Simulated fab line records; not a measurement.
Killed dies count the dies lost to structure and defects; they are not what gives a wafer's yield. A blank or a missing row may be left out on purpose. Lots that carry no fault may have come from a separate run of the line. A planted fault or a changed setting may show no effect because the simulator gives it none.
Which of the tools did it?	flow n5Finfet	10 lots, 28 wafers sampled, at 5 steps of a route of 1938

WHAT THE GAUGES READ, wafer by wafer
N5_BEOL_M4_RC_MEAS_101.
lot	measured	on	DIBL_N (mV/V)	DIBL_P (mV/V)	IOFF_N (nA/um)	IOFF_P (nA/um)	ION_N (uA/um)	ION_P (uA/um)	SS_N (mV/dec)	SS_P (mV/dec)	VT_N (mV)	VT_P (mV)
L406	day 8 11:07	prober-01	38.6 34.7 34.8	38.5 32.9 34.2	0.217 0.139 0.144	0.30 0.21 0.22	674 671 673	468 463 460	72.4 71.0 71.6	74.4 72.9 73.5	248 251 251	-244 -249 -248
L407	day 8 13:11	prober-02	34.3 34.6 33.5	36.0 34.9 35.0	0.149 0.144 0.146	0.18 0.17 0.17	676 664 670	457 455 459	70.9 71.6 70.7	72.8 72.0 73.0	252 254 251	-255 -253 -252
L408	day 8 23:14	prober-01	35.8 36.4 36.6	36.2 37.6 37.3	0.162 0.186 0.188	0.18 0.19 0.19	676 688 673	452 469 453	71.3 71.3 72.3	73.1 73.7 73.8	253 246 251	-258 -252 -253
L410	day 9 08:35	prober-02	35.7 35.7 35.1	36.7 36.7 36.3	0.162 0.163 0.152	0.23 0.23 0.22	680 678 678	468 467 467	71.3 71.4 71.0	72.6 72.1 73.0	247 247 249	-247 -248 -247
L411	day 9 17:50	prober-02	36.0 35.9 35.6	36.9 36.5 35.6	0.162 0.157 0.153	0.21 0.20 0.20	676 682 674	465 459 462	72.1 71.7 71.3	73.2 72.6 73.1	247 248 248	-251 -250 -250
L415	day 10 20:56	prober-02	37.6 37.1 36.1	35.4 35.1 34.5	0.195 0.195 0.168	0.22 0.23 0.21	683 686 684	466 469 468	71.1 70.6 70.3	72.9 73.9 73.2	243 244 244	-248 -245 -248
L417	day 11 01:20	prober-02	34.1 36.3	33.8 36.0	0.123 0.156	0.16 0.19	660 666	449 451	71.3 71.7	72.5 73.2	252 251	-254 -254
L419	day 11 16:05	prober-01	35.6 35.8	34.7 35.1	0.147 0.145	0.16 0.18	680 665	451 456	71.7 71.5	73.1 73.2	252 253	-255 -256
L425	day 12 22:13	prober-02	35.3 37.8 35.5	35.0 38.1 35.2	0.137 0.182 0.137	0.18 0.22 0.18	679 689 678	464 468 466	70.7 71.5 71.0	72.9 73.6 73.5	254 249 250	-252 -249 -253
L426	day 13 20:10	prober-01	34.3 36.4 35.3	34.6 36.6 35.2	0.123 0.150 0.124	0.18 0.20 0.17	663 673 667	458 464 456	71.2 71.5 71.2	72.0 73.5 72.7	253 250 253	-252 -250 -251

EACH LOT AND THE TOOL THAT RAN IT (in order: tool; ch and the chambers of the sampled wafers; start)
lot	N5_HKMG_FIN_ALD_71	N5_HKMG_FIN_ETCH_67	N5_HKMG_FIN_ETCHBACK_68	N5_HKMG_FIN_ALD_72
L406	aldMetal-04 ch 0,1,3, day 4 17:16	rieDiel-01 ch 0,1,2, day 4 17:37	rieMetal-03 ch 0,1, day 4 17:50	cvdW-02 ch 0, day 4 18:44
L407	aldMetal-02 ch 0,2,3, day 4 23:45	rieDiel-05 ch 0,2, day 5 00:05	rieMetal-03 ch 0,1, day 5 00:19	cvdW-01 ch 0,1, day 5 01:12
L408	aldMetal-04 ch 0,2,3, day 5 09:35	rieDiel-06 ch 0,1,2, day 5 09:58	rieMetal-01 ch 0,1, day 5 10:11	cvdW-02 ch 0,1, day 5 11:04
L410	aldMetal-04 ch 2,3, day 5 21:07	rieDiel-01 ch 0,1,3, day 5 21:27	rieMetal-01 ch 0,1, day 5 21:43	cvdW-01 ch 0,1, day 5 22:34
L411	aldMetal-02 ch 0,1,2, day 6 02:46	rieDiel-01 ch 1,2,3, day 6 03:06	rieMetal-03 ch 0,1, day 6 03:19	cvdW-01 ch 0,1, day 6 04:12
L415	aldMetal-02 ch 0,1,3, day 7 02:26	rieDiel-01 ch 0,2,3, day 7 02:46	rieMetal-03 ch 1, day 7 02:59	cvdW-02 ch 0,1, day 7 04:00
L417	aldMetal-02 ch 0,3, day 7 13:19	rieDiel-06 ch 2,3, day 7 13:40	rieMetal-01 ch 0,1, day 7 13:53	cvdW-02 ch 1, day 7 14:46
L419	aldMetal-02 ch 1,3, day 8 01:34	rieDiel-05 ch 2,3, day 8 01:55	rieMetal-02 ch 0, day 8 02:08	cvdW-02 ch 0,1, day 8 03:01
L425	aldMetal-03 ch 0,1, day 9 12:14	rieDiel-01 ch 2,3, day 9 12:35	rieMetal-01 ch 0,1, day 9 12:50	cvdW-02 ch 0,1, day 9 13:42
L426	aldMetal-04 ch 0,2,3, day 10 02:34	rieDiel-06 ch 0,1,2, day 10 03:05	rieMetal-03 ch 0,1, day 10 03:18	cvdW-01 ch 0,1, day 10 04:11
- N5_HKMG_FIN_ALD_71: deposits TiN, target thk 1 nm, pulse time 1 s, purge time 3 s.
- N5_HKMG_FIN_ETCH_67: etches SOC in N2/H2, stops on TiN, target depth 388.9 nm.
- N5_HKMG_FIN_ETCHBACK_68: etches the open film in Cl2/Ar, stops on HfO2, target depth 0.5 nm.
- N5_HKMG_FIN_ALD_72: deposits W, target thk 2 nm, pulse time 1 s, purge time 2 s.

WHAT THE TOOLS THEMSELVES READ (means of the sampled wafers that have a number; where no wafer has one, the mark that the record gives instead)
N5_HKMG_FIN_ALD_71.
lot	tool	heaterPowerOuterW (W)	heaterPowerW (W)	precursorPulseHeightRel
L406	aldMetal-04	565	886	1.013
L407	aldMetal-02	500	793	1.002
L408	aldMetal-04	567	910	0.985
L410	aldMetal-04	569	912	1.002
L411	aldMetal-02	533	850	1.001
L415	aldMetal-02	502	804	1.007
L417	aldMetal-02	462	756	0.997
L419	aldMetal-02	539	856	1.018
L425	aldMetal-03	517	861	0.992
L426	aldMetal-04	567	909	0.984

N5_HKMG_FIN_ETCH_67.
lot	tool	drypumpMotorCurrentA (A)	oesProductAu (a.u.)	rfVppV (V)	showerheadPlenumPTorr (Torr)	throttleValvePct (%)
L406	rieDiel-01	5.7	0.74	240.3	2.50	17.92
L407	rieDiel-05	5.6	0.90	239.9	2.48	17.76
L408	rieDiel-06	5.6	0.83	241.9	2.64	17.88
L410	rieDiel-01	5.7	0.74	239.4	2.50	17.87
L411	rieDiel-01	5.5	0.77	238.5	2.48	17.70
L415	rieDiel-01	5.6	0.76	240.0	2.48	17.82
L417	rieDiel-06	5.8	0.70	241.8	2.56	18.09
L419	rieDiel-05	5.3	0.87	241.3	2.58	17.74
L425	rieDiel-01	5.3	0.78	239.5	2.46	17.61
L426	rieDiel-06	5.6	0.79	240.7	2.63	17.93

N5_HKMG_FIN_ETCHBACK_68.
lot	tool	drypumpMotorCurrentA (A)	heBacksideLeakSccm (sccm)	oesProductAu (a.u.)	throttleValvePct (%)
L406	rieMetal-03	5.9	3.39	0.76	20.63
L407	rieMetal-03	5.9	3.25	0.75	20.63
L408	rieMetal-01	5.5	3.46	0.83	20.77
L410	rieMetal-01	5.5	3.35	0.82	20.76
L411	rieMetal-03	6.0	3.20	0.70	20.66
L415	rieMetal-03	5.8	3.30	0.78	20.64
L417	rieMetal-01	5.4	3.23	0.77	20.80
L419	rieMetal-02	6.2	3.35	0.80	20.74
L425	rieMetal-01	5.5	3.57	0.80	20.79
L426	rieMetal-03	5.9	3.29	0.71	20.69

N5_HKMG_FIN_ALD_72.
lot	tool	heaterPowerOuterW (W)	heaterPowerW (W)	precursorPulseHeightRel
L406	cvdW-02	226	410	1.012
L407	cvdW-01	333	610	0.993
L408	cvdW-02	277	474	0.993
L410	cvdW-01	316	570	1.014
L411	cvdW-01	328	602	0.982
L415	cvdW-02	250	443	0.981
L417	cvdW-02	300	508	1.006
L419	cvdW-02	266	468	0.976
L425	cvdW-02	278	480	1.013
L426	cvdW-01	318	581	1.005

THE ANSWER, worked out from the rows above alone
Rule: usual is defined by the lots themselves. Put in order of their means at a reading, lots are off if they are a third of the lots or fewer, leave a main group of 4 or more, and stand apart from it by a gap of 3 or more times the standard deviation of the main group's means; of several such gaps the widest counts. A main group whose means are all the same, to the digits that the tables above print for the reading, isn't used. A lot without any number at a reading at which 4 lots or more have one is off too. All remaining lots with rows at the step are treated as sound. The gauges are gone through in route order, then the tools' own readings, and for those a lot's mean is taken as printed above. At the first step where some lot is off, the reading lying furthest off is the one used; lots without a number count as furthest.
No lot is off at any reading shown: from this, nothing can be told.

WHAT THE SIMULATOR PUT IN
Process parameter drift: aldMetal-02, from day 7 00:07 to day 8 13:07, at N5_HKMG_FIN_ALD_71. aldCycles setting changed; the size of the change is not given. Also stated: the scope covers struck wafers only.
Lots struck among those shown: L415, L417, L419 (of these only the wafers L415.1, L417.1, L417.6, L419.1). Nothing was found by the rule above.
